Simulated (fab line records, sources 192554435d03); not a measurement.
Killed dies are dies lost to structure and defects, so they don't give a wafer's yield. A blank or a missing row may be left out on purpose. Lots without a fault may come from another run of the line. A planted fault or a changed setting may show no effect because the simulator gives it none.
Chamber matching | flow n5_finfet | N5_FIN_SAQP_DESCUM_21 on rie_diel-06: 4 sister chambers
The step chemistry O2, time 7.9 s. 4 wafers are shown with their chamber, then 8 later ones without.

WAFERS WITH THEIR CHAMBER
wafer  | chamber | drypump_motor_current_A (A)
L085.2 | 2       | 5.76
L089.2 | 0       | 5.60
L089.4 | 1       | 5.62
L092.4 | 3       | 5.27

WAFERS WITHOUT THEIR CHAMBER
wafer  | drypump_motor_current_A (A)
L092.5 | 5.62
L092.6 | 5.73
L094.1 | 5.62
L094.2 | 5.75
L094.3 | 5.25
L097.1 | 5.61
L097.5 | 5.26
L097.6 | 5.73

WHICH CHAMBER EACH WENT THROUGH
wafer  | from the rows above     | in truth
L092.5 | can't be placed: 1 or 0 | 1
L092.6 | 2                       | 2
L094.1 | can't be placed: 1 or 0 | 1
L094.2 | 2                       | 2
L094.3 | 3                       | 3
L097.1 | can't be placed: 1 or 0 | 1
L097.5 | 3                       | 3
L097.6 | 2                       | 2
Placed correctly: 5 of 8. Can't be placed from these rows: 3 (the true chamber is among the candidates in 3). Placed wrongly: 0.
How it was worked out, from the rows above alone: a wafer's distance from a chamber is the root of the sum, over the readings, of the square of ((its reading less the chamber's mean) divided by the reading's scatter). The wafer belongs to the nearest chamber; if the next one is less than 2 further off, it can't be placed. A chamber's mean is the mean of its shown wafers. The scatter: with one shown wafer a chamber, the root of the mean of the squares of how far each hidden wafer lies from its nearest shown one.
